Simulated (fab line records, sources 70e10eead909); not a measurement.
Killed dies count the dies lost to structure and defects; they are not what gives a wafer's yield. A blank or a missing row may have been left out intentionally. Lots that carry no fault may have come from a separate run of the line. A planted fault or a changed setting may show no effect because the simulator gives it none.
Which tool did it? :: flow nand-harc :: 6 lots with 18 wafers sampled at 3 steps, on a route of 1159 steps

WHAT EACH GAUGE READ, for each wafer
NHARC_P_M2_CD_MEAS_09: target cd 170 nm.
lot: L705
measured: day 8 17:31
on: cd-sem-01
cd-nm (nm): 169.0 169.8 169.5

lot: L707
measured: day 8 20:17
on: cd-sem-02
cd-nm (nm): 170.0 170.4 170.8

lot: L711
measured: day 9 12:00
on: cd-sem-01
cd-nm (nm): 183.4 183.0 182.7

lot: L714
measured: day 9 18:51
on: cd-sem-02
cd-nm (nm): 169.9 169.4 170.3

lot: L721
measured: day 10 09:35
on: cd-sem-01
cd-nm (nm): 169.9 169.9 169.9

lot: L723
measured: day 11 00:10
on: cd-sem-03
cd-nm (nm): 170.4 170.6 170.5

EACH LOT AND THE TOOL THAT RAN IT (in order: tool; ch and the chambers of the sampled wafers; start)
lot: L705
NHARC_P_M1_PRE_CLEAN_32: pecvd-04 ch 1,2, day 8 16:11
NHARC_P_M2_PEB_07: litho-track-04 ch 0, day 8 17:26

lot: L707
NHARC_P_M1_PRE_CLEAN_32: pecvd-01 ch 0,1,2, day 8 18:59
NHARC_P_M2_PEB_07: litho-track-06 ch 0, day 8 20:12

lot: L711
NHARC_P_M1_PRE_CLEAN_32: pecvd-02 ch 1,2, day 9 10:21
NHARC_P_M2_PEB_07: litho-track-04 ch 0, day 9 11:55

lot: L714
NHARC_P_M1_PRE_CLEAN_32: pecvd-04 ch 0,1,2, day 9 17:38
NHARC_P_M2_PEB_07: litho-track-01 ch 0, day 9 18:46

lot: L721
NHARC_P_M1_PRE_CLEAN_32: pecvd-02 ch 0,1,2, day 10 08:23
NHARC_P_M2_PEB_07: litho-track-01 ch 0, day 10 09:31

lot: L723
NHARC_P_M1_PRE_CLEAN_32: pecvd-02 ch 0,2, day 10 22:50
NHARC_P_M2_PEB_07: litho-track-06 ch 0, day 11 00:05
- NHARC_P_M1_PRE_CLEAN_32: time 12 s.
- NHARC_P_M2_PEB_07: peb time 65 s.

THE ANSWER, worked out from the rows above alone
Rule: the usual values come from the lots themselves. The widest of any qualifying gaps counts: lots, ordered by their means at a reading, are off when they make up no more than a third of the lots, leave a main group of 4 or more, and stand apart from it by 3 or more times the standard deviation of that group's means. Not used: any main group whose means are identical at the precision the tables above print for the reading. A lot without any number at a reading at which 4 lots or more have one is off too. Where the step has rows for the other lots, those lots are counted as sound.
Off: L711, at NHARC_P_M2_CD_MEAS_09 (cd-nm). The main group has a mean of 170.0 nm with a standard deviation of 0.39.
If a tool, at a process step before that reading, ran all the lots that are off and no sound lot after the first of them, it fits. Those tools and the gauges at NHARC_P_M2_CD_MEAS_09 are tried in the same way. One candidate fits, namely litho-track-04 at NHARC_P_M2_PEB_07. Its last sound lot is L705 (day 8 17:26), its first lot that is off L711 (day 9 11:55): a fault that began between those two fits.

WHAT HAD BEEN PUT IN BY THE SIMULATOR
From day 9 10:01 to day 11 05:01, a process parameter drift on litho-track-04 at NHARC_P_M2_PEB_07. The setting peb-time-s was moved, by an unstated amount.
Lots struck among those shown: L711. The same result came from the rule above.
